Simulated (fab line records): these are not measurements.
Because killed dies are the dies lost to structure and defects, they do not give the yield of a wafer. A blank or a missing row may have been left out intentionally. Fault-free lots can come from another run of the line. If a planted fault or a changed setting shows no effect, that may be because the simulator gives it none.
Matching of chambers	flow nand-harc	NHARC_A_CONTACT_ETCH_106 on rie-diel-03 has 3 sister chambers
The step etches the open film in CF4/O2, target depth 90 nm, overetch 9 nm, time 49.5 s. 16 wafers are shown with their chamber, then 6 later ones without.

== WAFERS, EACH WITH ITS CHAMBER ==
wafer	chamber	drypump-motor-current-A (A)	rf-vpp-V (V)	oes-product-au (a.u.)
L075.1	0	5.5	201.1	1.009
L075.2	1	5.8	197.4	1.019
L075.5	0	5.4	200.2	1.004
L074.1	1	5.8	197.3	1.012
L074.3	0	5.5	199.4	1.002
L074.6	0	5.5	200.1	1.012
L077.2	0	5.4	200.3	0.993
L077.3	2	6.3	196.3	0.996
L077.5	1	5.8	196.6	1.029
L078.2	2	6.3	200.1	0.994
L078.3	0	5.4	200.2	1.005
L078.5	1	5.8	195.4	1.025
L079.3	0	5.5	199.9	1.005
L079.5	0	5.5	200.4	1.002
L079.6	1	5.8	196.9	1.021
L082.2	2	6.3	198.8	1.010

SIGNATURES, as means of the wafers listed above
reading	chamber 0	chamber 1	chamber 2	scatter within a chamber
drypump-motor-current-A	5.463	5.800	6.300	0.038
rf-vpp-V	200.200	196.720	198.400	0.947
oes-product-au	1.00400	1.02120	1.00000	0.00643
Rule: for each reading, subtract the chamber's mean from the wafer's reading, divide by that reading's scatter and square the result; add these up over the readings and take the root, which gives the wafer's distance from the chamber. If the next closest chamber is less than 2 further off than the closest, the wafer can't be placed; otherwise it belongs to the closest. How the scatter is found: for the shown wafers, subtract from each reading the mean of its chamber, square and add these, divide the total by (wafers less chambers), then take the root.

== WAFERS WITHOUT THEIR CHAMBER ==
wafer	drypump-motor-current-A (A)	rf-vpp-V (V)	oes-product-au (a.u.)
L082.3	5.8	197.3	1.027
L087.3	5.4	199.7	1.003
L087.6	6.3	198.0	0.997
L093.1	5.8	195.9	1.001
L093.2	6.3	197.2	1.017
L093.6	5.8	197.8	0.996

== THE CHAMBER EACH PASSED THROUGH ==
wafer	from the rows above	in truth
L082.3	1	1
L087.3	0	0
L087.6	2	2
L093.1	1	1
L093.2	2	2
L093.6	1	1
Correct placement for 6 of the 6. Can't be placed from these rows: 0. Number placed wrongly: 0.
